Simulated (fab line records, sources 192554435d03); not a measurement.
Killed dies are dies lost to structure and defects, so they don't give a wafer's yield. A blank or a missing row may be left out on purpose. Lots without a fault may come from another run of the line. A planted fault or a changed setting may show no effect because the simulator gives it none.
Chamber matching | flow n5_finfet | N5_BEOL_M10_CMP_52 on cmp-01: 4 sister chambers
The step polishes, stops on SiCOH lowk, t overpolish 7 s, target thk 140 nm. 8 wafers are shown with their chamber, then 8 later ones without.

WAFERS WITH THEIR CHAMBER
wafer  | chamber | time_to_endpoint_s (s) | barrier_field_endpoint_s (s)
L080.3 | 0       | 61                     | 27.4
L080.6 | 2       | 67                     | 29.3
L084.1 | 0       | 65                     | 28.0
L084.2 | 3       | 76                     | 30.7
L085.2 | 1       | 75                     | 29.6
L085.3 | 3       | 79                     | 31.1
L085.6 | 2       | 68                     | 28.7
L087.1 | 1       | 76                     | 30.2

WAFERS WITHOUT THEIR CHAMBER
wafer  | time_to_endpoint_s (s) | barrier_field_endpoint_s (s)
L087.5 | 61                     | 27.0
L087.6 | 73                     | 30.1
L092.2 | 65                     | 28.3
L092.4 | 57                     | 27.7
L092.5 | 62                     | 27.5
L095.2 | 75                     | 29.8
L095.4 | 81                     | 32.0
L095.5 | 72                     | 30.3

WHICH CHAMBER EACH WENT THROUGH
wafer  | from the rows above          | in truth
L087.5 | 0                            | 0
L087.6 | can't be placed: 1 or 3      | 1
L092.2 | can't be placed: 0 or 2      | 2
L092.4 | 0                            | 0
L092.5 | 0                            | 0
L095.2 | 1                            | 1
L095.4 | 3                            | 3
L095.5 | can't be placed: 1 or 3 or 2 | 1
Placed correctly: 5 of 8. Can't be placed from these rows: 3 (the true chamber is among the candidates in 3). Placed wrongly: 0.
How it was worked out, from the rows above alone: a wafer's distance from a chamber is the root of the sum, over the readings, of the square of ((its reading less the chamber's mean) divided by the reading's scatter). The wafer belongs to the nearest chamber; if the next one is less than 2 further off, it can't be placed. A chamber's mean is the mean of its shown wafers. The scatter: the root of (the sum of the squares of (reading less its chamber's mean) over the shown wafers, divided by (wafers less chambers)).
